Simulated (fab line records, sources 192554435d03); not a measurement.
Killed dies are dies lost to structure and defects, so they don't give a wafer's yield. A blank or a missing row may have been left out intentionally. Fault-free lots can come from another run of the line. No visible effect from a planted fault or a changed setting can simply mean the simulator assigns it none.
Split-lot trial    flow n5-finfet    39 wafers read from 7 lots, route of 1938 steps

## SPLIT DETAILS
At N5_FIN_SAQP_HM_DEP_03 (deposits SiNx from SiH4/NH3/N2, target thk 38 nm, time 33.6 s), the setting time-s was moved away from the recipe's 33.6 s on 15 of the 39 wafers read, by -42.8% to +47.1%. The other wafers ran this setting at the recipe's value.

## FROM THE SPLIT TO THE READING: what the file shows between them, 4 steps
- N5_FIN_SAQP_THK_MEAS_05
- N5_FIN_SAQP_PECVD_47: deposits a-Si from SiH4/He, target thk 45 nm, time 36.3 s
- N5_FIN_SAQP_PECVD_48: deposits SiNx from SiH4/NH3/N2, target thk 25 nm, time 22.1 s
- N5_FIN_SAQP_MANDREL2_REMOVE_60: chemistry HBr/Cl2/O2, target a-Si, stops on SiNx, bt time 10 s

## THE READING
etch.depth-nm (the simulator's own value, which no gauge read), in nm, at N5_FIN_SAQP_HM_OPEN_33 (chemistry CH3F/O2, target SiNx, target depth 49.4 nm, time 70.6 s). The file does not state a usual value for it. The 24 wafers here that ran the recipe average 37.22 nm, standard deviation 0.4 nm.

wafer   tool, chamber at the split  time-s as run, s  against the recipe  etch.depth-nm, nm  against lot-mates on the recipe
L074.1  pecvd-03, 1                 33.6              recipe              36.67              -
L074.2  pecvd-03, 0                 33.6              recipe              36.45              -
L074.5  pecvd-03, 1                 33.6              recipe              37.25              -
L077.1  pecvd-03, 1                 33.6              recipe              37.15              -
L077.2  pecvd-03, 0                 19.22             -42.8%              21.04              -16.29
L077.3  pecvd-03, 1                 19.22             -42.8%              21.39              -15.94
L077.4  pecvd-03, 0                 19.22             -42.8%              20.64              -16.69
L077.5  pecvd-03, 0                 33.6              recipe              37.45              -
L077.6  pecvd-03, 1                 33.6              recipe              37.38              -
L083.1  pecvd-02, 1                 20.43             -39.2%              21.91              -14.87
L083.2  pecvd-02, 0                 20.43             -39.2%              21.71              -15.07
L083.3  pecvd-02, 2                 33.6              recipe              36.32              -
L083.4  pecvd-02, 1                 20.43             -39.2%              22.41              -14.37
L083.5  pecvd-02, 2                 33.6              recipe              36.62              -
L083.6  pecvd-02, 0                 33.6              recipe              37.41              -
L085.1  pecvd-03, 0                 33.6              recipe              37.19              -
L085.2  pecvd-03, 2                 49.43             +47.1%              54.75              +17.43
L085.3  pecvd-03, 1                 33.6              recipe              37.33              -
L085.4  pecvd-03, 2                 49.43             +47.1%              55.69              +18.37
L085.5  pecvd-03, 0                 49.43             +47.1%              54.93              +17.61
L085.6  pecvd-03, 1                 33.6              recipe              37.43              -
L091.1  pecvd-02, 2                 26.7              -20.5%              28.34              -8.83
L091.2  pecvd-02, 1                 26.7              -20.5%              29.11              -8.06
L091.3  pecvd-02, 0                 33.6              recipe              36.94              -
L091.4  pecvd-02, 0                 33.6              recipe              37.25              -
L091.5  pecvd-02, 1                 33.6              recipe              37.31              -
L091.6  pecvd-02, 2                 26.7              -20.5%              28.68              -8.49
L094.1  pecvd-03, 2                 33.6              recipe              37.44              -
L094.2  pecvd-03, 0                 33.6              recipe              36.86              -
L094.3  pecvd-03, 1                 33.6              recipe              37.4               -
L094.4  pecvd-03, 1                 33.6              recipe              37.63              -
L094.5  pecvd-03, 2                 33.6              recipe              37.92              -
L094.6  pecvd-03, 0                 33.6              recipe              37.47              -
L097.1  pecvd-02, 0                 33.6              recipe              37.96              -
L097.2  pecvd-02, 1                 48.46             +44.2%              53.53              +16.07
L097.3  pecvd-02, 2                 48.46             +44.2%              53.15              +15.69
L097.4  pecvd-02, 2                 33.6              recipe              37.13              -
L097.5  pecvd-02, 1                 33.6              recipe              37.28              -
L097.6  pecvd-02, 0                 48.46             +44.2%              54.72              +17.26

FIT RESULTS
A straight line over all 39 wafers: etch.depth-nm changes by +0.382 nm for each +1% of time-s; r = +1.00; the points scatter about the line by 0.47 nm.
The same after taking each lot's own level away (the mean of its wafers on the recipe; 39 wafers): +0.378 nm for each +1%; r = +1.00; scatter 0.42 nm.
The reading moves by 18 nm for the largest change in time-s, on that fit.
The span of the lots' own levels, 36.783 to 37.457 nm, comes to 1.7 times the standard deviation stated above.
The two slopes are in agreement: the lot-to-lot level therefore moves the slope only a little.
Check: for one of the wafers moved furthest among these (+47.1%), held out of the fit, the line's prediction against its lot-mates is +17.8 nm. Against them it came out at +17.4 nm.

## THE OTHER SPLITS THESE WAFERS WENT THROUGH
Other splits were also applied to these wafers ahead of the reading. Each is held against what the fit with the lots' levels taken away leaves over:
other split on the same wafers           wafers away from the commonest value  r with etch.depth-nm (lot level and that fit taken away)
N5_ZERO_LAYER_DEVELOP_10 develop-time-s  12                                    +0.42

## THE WHOLE CHAIN: every reading that the file lists as answering this split, in the file's order
step                     what it does                                                       reading                                                                             change (the file's fit)                r (the file's)
N5_FIN_SAQP_HM_DEP_03    deposits SiNx from SiH4/NH3/N2, target thk 38 nm, time 33.6 s      SiNx_of_FIN_SAQP_HM_DEP_03.thk-nm (the simulator's own value, which no gauge read)  +0.378 nm for each +1% of the setting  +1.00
N5_FIN_SAQP_THK_MEAS_05                                                                     thk-nm                                                                              withheld for each +1% of the setting   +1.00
N5_FIN_SAQP_HM_OPEN_33   chemistry CH3F/O2, target SiNx, target depth 49.4 nm, time 70.6 s  etch-rf-on-time-s                                                                   withheld for each +1% of the setting   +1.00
N5_FIN_SAQP_HM_OPEN_33   chemistry CH3F/O2, target SiNx, target depth 49.4 nm, time 70.6 s  etch.depth-nm (the simulator's own value, which no gauge read)                      +0.378 nm for each +1% of the setting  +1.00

## THE FILE'S OWN FIT
etch.depth-nm changes by +0.378 nm for each +1% of time-s, r = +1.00.
